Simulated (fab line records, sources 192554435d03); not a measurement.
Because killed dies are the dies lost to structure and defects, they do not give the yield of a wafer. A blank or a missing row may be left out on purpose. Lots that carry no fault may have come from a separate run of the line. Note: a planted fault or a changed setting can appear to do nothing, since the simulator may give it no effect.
Split-lot experiment + flow n5Finfet + 21 wafers read across 7 lots, on a route 1938 steps long

## SPLIT DETAILS
At N5_BEOL_M0_SAQP_SPACER1_ALD_98 (deposits SiO2, target thk 12.8 nm, pulse time 1 s, purge time 2 s), the setting aldCycles was moved away from the recipe's 138 on 4 of the 21 wafers read, by +10.9% to +15.9%. This setting was run at the recipe's value on the other wafers.

## FROM THE SPLIT TO THE READING: what the file shows between them, 2 steps
- N5_BEOL_M0_SAQP_SPACER1_ETCHBACK_99: etches SiO2 in CHF3/O2, target depth 15.4 nm, time 7.7 s
- N5_BEOL_M0_SAQP_MANDREL1_REMOVE_100: chemistry HBr/Cl2/O2, target a-Si, stops on SiNx, bt time 10 s

## THE READING
cdNm, in nm, at N5_BEOL_M0_SAQP_CD_MEAS_25 (target cd 13.1 nm). Typical for fault-free wafers on this fab line: 12.79 nm, with standard deviation 0.21 nm.

| wafer  | tool, chamber at the split | aldCycles as run | against the recipe | cdNm, nm | against lot-mates on the recipe |
|--------|----------------------------|------------------|--------------------|----------|---------------------------------|
| L079.2 | aldSin-04, 3,2             | 138              | recipe             | 12.99    | -                               |
| L079.3 | aldSin-04, 3,2             | 138              | recipe             | 12.99    | -                               |
| L079.4 | aldSin-04, 1               | 153              | +10.9%             | 14.09    | +1.10                           |
| L084.2 | aldSin-01, 3,1,3           | 138              | recipe             | 12.96    | -                               |
| L084.3 | aldSin-01, 3,1,3           | 138              | recipe             | 12.79    | -                               |
| L084.5 | aldSin-01, 3,1,3           | 138              | recipe             | 13.12    | -                               |
| L089.3 | aldSin-04, 2               | 160              | +15.9%             | 14.49    | +1.86                           |
| L089.5 | aldSin-04, 2,3             | 138              | recipe             | 12.42    | -                               |
| L089.6 | aldSin-04, 2,3             | 138              | recipe             | 12.85    | -                               |
| L093.1 | aldSin-04, 3,1,3           | 138              | recipe             | 12.81    | -                               |
| L093.4 | aldSin-04, 3,1,3           | 138              | recipe             | 12.53    | -                               |
| L093.6 | aldSin-04, 3,1,3           | 138              | recipe             | 12.76    | -                               |
| L092.1 | aldSin-04, 0,2,1           | 138              | recipe             | 12.69    | -                               |
| L092.2 | aldSin-04, 0,2,1           | 138              | recipe             | 13.13    | -                               |
| L092.5 | aldSin-04, 0,2,1           | 138              | recipe             | 13.02    | -                               |
| L096.2 | aldSin-04, 2               | 153              | +10.9%             | 14.29    | +1.58                           |
| L096.3 | aldSin-04, 0               | 138              | recipe             | 12.71    | -                               |
| L096.5 | aldSin-04, 3               | 153              | +10.9%             | 13.99    | +1.28                           |
| L097.1 | aldSin-02, 2,1,2           | 138              | recipe             | 12.57    | -                               |
| L097.4 | aldSin-02, 2,1,2           | 138              | recipe             | 12.62    | -                               |
| L097.6 | aldSin-02, 2,1,2           | 138              | recipe             | 13.02    | -                               |
When a row names more than one chamber, that row covers several wafers, and the file does not tell which wafer ran in which chamber.

THE FIT
A straight line over all 21 wafers: cdNm changes by +0.113 nm for each +1% of aldCycles; r = +0.94; the points scatter about the line by 0.21 nm.
The same after taking each lot's own level away (the mean of its wafers on the recipe; 21 wafers): +0.119 nm for each +1%; r = +0.96; scatter 0.17 nm.
According to that fit, moving aldCycles by its largest amount changes the reading by 1.9 nm.
The span of the lots' own levels, 12.635 to 12.990 nm, comes to 1.7 times the standard deviation stated above.
Consequently the slope shifts little with the lot-to-lot level, the two slopes agreeing.
Check: for one of the wafers moved furthest among these (+15.9%), held out of the fit, the line's prediction against its lot-mates is +1.94 nm. It came out at +1.86 nm against them.

## ADDITIONAL SPLITS CARRIED BY THESE WAFERS
Other splits were also applied to these wafers ahead of the reading. Each is held against what the fit with the lots' levels taken away leaves over:
| other split on the same wafers       | wafers away from the commonest value | r with cdNm (lot level and that fit taken away) |
|--------------------------------------|--------------------------------------|-------------------------------------------------|
| N5_MOL_CONTACT_COAG_EXPOSE_05 doseMj | 10                                   | -0.20                                           |
| N5_MOL_CONTACT_COAG_ETCH_91 timeS    | 6                                    | +0.14                                           |

## THE WHOLE CHAIN: every reading that the file lists as answering this split, in the file's order
| step                                | what it does                                                      | reading                                                                                    | change (the file's fit)               | r (the file's) |
|-------------------------------------|-------------------------------------------------------------------|--------------------------------------------------------------------------------------------|---------------------------------------|----------------|
| N5_BEOL_M0_SAQP_SPACER1_ALD_98      | deposits SiO2, target thk 12.8 nm, pulse time 1 s, purge time 2 s | SiO2_of_BEOL_M0_SAQP_SPACER1_ALD_98.thkNm (the simulator's own value, which no gauge read) | +0.125 nm for each +1% of the setting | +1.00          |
| N5_BEOL_M0_SAQP_MANDREL1_REMOVE_100 | chemistry HBr/Cl2/O2, target a-Si, stops on SiNx, bt time 10 s    | SiO2_of_BEOL_M0_SAQP_SPACER1_ALD_98.thkNm (the simulator's own value, which no gauge read) | +0.131 nm for each +1% of the setting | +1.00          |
| N5_BEOL_M0_SAQP_MANDREL1_REMOVE_100 | chemistry HBr/Cl2/O2, target a-Si, stops on SiNx, bt time 10 s    | BEOL_M0_SAQP.cdNm (the simulator's own value, which no gauge read)                         | +0.127 nm for each +1% of the setting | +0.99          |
| N5_BEOL_M0_SAQP_CD_MEAS_25          | target cd 13.1 nm                                                 | cdNm                                                                                       | +0.116 nm for each +1% of the setting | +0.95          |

## THE FILE'S OWN FIT
cdNm changes by +0.116 nm for each +1% of aldCycles, r = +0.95.
